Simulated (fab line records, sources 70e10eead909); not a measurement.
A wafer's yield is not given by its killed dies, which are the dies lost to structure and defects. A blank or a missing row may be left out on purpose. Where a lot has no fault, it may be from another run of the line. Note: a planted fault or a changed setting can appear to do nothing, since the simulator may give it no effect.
3 desks, one fault    flow nand harc    what lay behind the numbers comes last; until then each desk has only its own

THE DEFECT DESK
What the inspections along the route counted, lot by lot: means of the sampled wafers that have a number. Any lot whose mean is over 4 standard deviations away from the usual mean is out of limits and marked OUT; that distance is given in the brackets.
Columns: A = raw defect count at NHARC_P_ZERO_WELL_INSPECT_43, usual 13; B = raw defect count at NHARC_P_STI_INSPECT_11, usual 5.6
lot   first seen here  A                      B
L282  day 2 01:27      16                     4.7
L286  day 3 01:31      14                     3.0
L287  day 3 07:44      11                     9.3
L290  day 4 01:31      949 (+99 or more) OUT  940.7 (+99 or more) OUT
L292  day 4 14:16      950 (+99 or more) OUT  925.3 (+99 or more) OUT
L294  day 5 02:07      13                     3.7
L296  day 5 13:29      13                     6.0
L297  day 5 19:20      13                     4.3
L300  day 6 13:22      15                     1.3
L302  day 7 01:41      11                     5.7
L304  day 7 13:23      7                      7.3
Finding of this desk: L290, L292 out of limits; the first was L290 at day 4 01:31, on raw defect count at NHARC_P_ZERO_WELL_INSPECT_43. In limits: L282, L286, L287, L294, L296, L297, L300, L302, L304.

DESK OF THE TOOL OWNER: wet bench-09
The tool's own readings at NHARC_P_ZERO_WELL_PRECLEAN_68 (cleans in SC1, time 60 s): means of the sampled wafers that have a number, for each lot that ran on this tool. Any lot whose mean is over 4 standard deviations away from the usual mean is out of limits and marked OUT; that distance is given in the brackets.
Columns: A = diw flow mL min at NHARC_P_ZERO_WELL_PRECLEAN_68, usual 1415; B = nh4oh flow mL min at NHARC_P_ZERO_WELL_PRECLEAN_68, usual 28.30
lot   first seen here  A     B
L282  day 2 00:22      1415  28.27
L287  day 3 06:38      1417  28.34
L290  day 4 00:28      1411  28.32
L292  day 4 12:34      1417  28.40
L304  day 7 12:19      1415  28.20
This desk found nothing out of limits on any of the 5 lots.

FROM THE METROLOGY DESK
Lot by lot, what the gauges showed, no matter which tool ran the lot: averages of those sampled wafers that carry a number. Any lot whose mean is over 4 standard deviations away from the usual mean is out of limits and marked OUT; that distance is given in the brackets.
Columns: A = cd nm at NHARC_P_ZERO_WELL_CD_MEAS_11, usual 499.4 nm
lot   first seen here  A
L282  day 1 19:15      499.7
L286  day 2 19:08      500.3
L287  day 3 01:16      498.8
L290  day 3 19:15      497.9
L292  day 4 07:14      500.5
L294  day 4 19:08      499.7
L296  day 5 07:09      501.8
L297  day 5 13:15      498.3
L300  day 6 07:07      500.2
L302  day 6 19:15      498.3
L304  day 7 07:07      498.5
This desk found nothing out of limits on any of the 11 lots.

ALL TOGETHER
The defect desk could have raised an alarm at day 4 01:31, on L290, L292.
Nothing out of limits was seen by the tool owner's desk.
Metrology desk: nothing out of limits seen.
On record at the tool owner's desk: L290, L292, within its limits.
The metrology desk has L290, L292 on record, within its limits.
The lots listed all ran NHARC_P_ZERO_WELL_PRECLEAN_68 on wet bench-09.

WHAT THE SIMULATOR HAD INSERTED
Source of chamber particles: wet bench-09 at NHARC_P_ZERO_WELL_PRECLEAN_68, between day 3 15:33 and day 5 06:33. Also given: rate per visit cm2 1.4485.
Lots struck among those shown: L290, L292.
Hours from the fault's start to each desk's first reading out of limits: the defect desk, 10.
